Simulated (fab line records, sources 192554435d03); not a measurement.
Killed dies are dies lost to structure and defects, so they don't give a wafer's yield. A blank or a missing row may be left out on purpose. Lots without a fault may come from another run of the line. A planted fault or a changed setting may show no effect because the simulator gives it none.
One fault seen from 2 desks | flow n5_finfet | each desk has only its own numbers; what lay behind them comes last

THE METROLOGY DESK
What the gauges read, lot by lot, whatever tool the lot ran on: means of the sampled wafers that have a number. A lot is out of limits, marked OUT, if its mean lies more than 4 standard deviations from the usual mean; the brackets give that distance. Of its 10 readings 7 are shown: those that lie furthest out on some lot.
Columns: A = DIBL_N at N5_BEOL_M4_RC_MEAS_101, usual 36.4 mV/V; B = DIBL_P at N5_BEOL_M4_RC_MEAS_101, usual 36.1 mV/V; C = IOFF_N at N5_BEOL_M4_RC_MEAS_101, usual 0.156 nA/um; D = IOFF_P at N5_BEOL_M4_RC_MEAS_101, usual 0.21 nA/um; E = ION_N at N5_BEOL_M4_RC_MEAS_101, usual 674 uA/um; F = VT_N at N5_BEOL_M4_RC_MEAS_101, usual 250.0 mV; G = VT_P at N5_BEOL_M4_RC_MEAS_101, usual -250 mV
lot  | first seen here | A    | B    | C     | D    | E   | F     | G
L802 | day 7 23:52     | 36.2 | 35.4 | 0.155 | 0.23 | 679 | 249.9 | -246
L803 | day 8 05:44     | 37.6 | 38.4 | 0.185 | 0.23 | 679 | 246.2 | -250
L807 | day 8 23:57     | 37.3 | 36.2 | 0.187 | 0.28 | 680 | 248.5 | -243
L810 | day 10 06:21    | 38.3 | 37.5 | 0.195 | 0.24 | 691 | 245.9 | -247
L814 | day 11 02:11    | 37.1 | 36.0 | 0.145 | 0.17 | 672 | 250.7 | -259
L815 | day 11 03:54    | 35.7 | 34.4 | 0.144 | 0.18 | 677 | 251.7 | -254
L818 | day 11 17:59    | 35.9 | 35.4 | 0.141 | 0.21 | 668 | 249.5 | -249
L823 | day 14 02:38    | 36.5 | 36.7 | 0.160 | 0.21 | 664 | 250.2 | -252
L824 | day 14 02:44    | 35.3 | 35.0 | 0.146 | 0.18 | 678 | 249.4 | -254
This desk's finding: nothing out of limits on any of the 9 lots.

THE TOOL OWNER'S DESK: ald_metal-04
The tool's own readings at N5_HKMG_FIN_ALD_71 (deposits TiN, target thk 1 nm, pulse time 1 s, purge time 3 s): means of the sampled wafers that have a number, for each lot that ran on this tool. A lot is out of limits, marked OUT, if its mean lies more than 4 standard deviations from the usual mean; the brackets give that distance.
Columns: A = heater_power_w at N5_HKMG_FIN_ALD_71, usual 932 W; B = precursor_pulse_height_rel at N5_HKMG_FIN_ALD_71, usual 1.002; C = susceptor_temp_C at N5_HKMG_FIN_ALD_71, usual 400.03 C
lot  | first seen here | A   | B     | C
L802 | day 4 16:38     | 987 | 0.994 | 400.06
L803 | day 4 18:12     | 992 | 1.008 | 399.75
L814 | day 7 10:31     | 925 | 1.001 | 400.00
L815 | day 7 18:22     | 991 | 1.001 | 399.95
L818 | day 8 13:43     | 832 | 0.998 | 370.70 (-99 or more) OUT
L823 | day 9 18:48     | 828 | 1.000 | 370.63 (-99 or more) OUT
This desk's finding: out of limits on L818, L823; first on L818, day 8 13:43 (susceptor_temp_C at N5_HKMG_FIN_ALD_71). In limits: L802, L803, L814, L815.

PUT TOGETHER
The tool owner's desk could have raised an alarm at day 8 13:43, on L818, L823.
The metrology desk saw nothing out of limits.
The metrology desk has L818, L823 on record, within its limits.
Of the lots named, all ran N5_HKMG_FIN_ALD_71 on ald_metal-04.

WHAT THE SIMULATOR HAD PUT IN
Process parameter drift: ald_metal-04, from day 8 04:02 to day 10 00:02, at N5_HKMG_FIN_ALD_71. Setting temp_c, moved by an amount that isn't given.
Lots struck among those shown: L818, L823.
Hours from the fault's start to each desk's first reading out of limits: the tool owner's desk, 10.
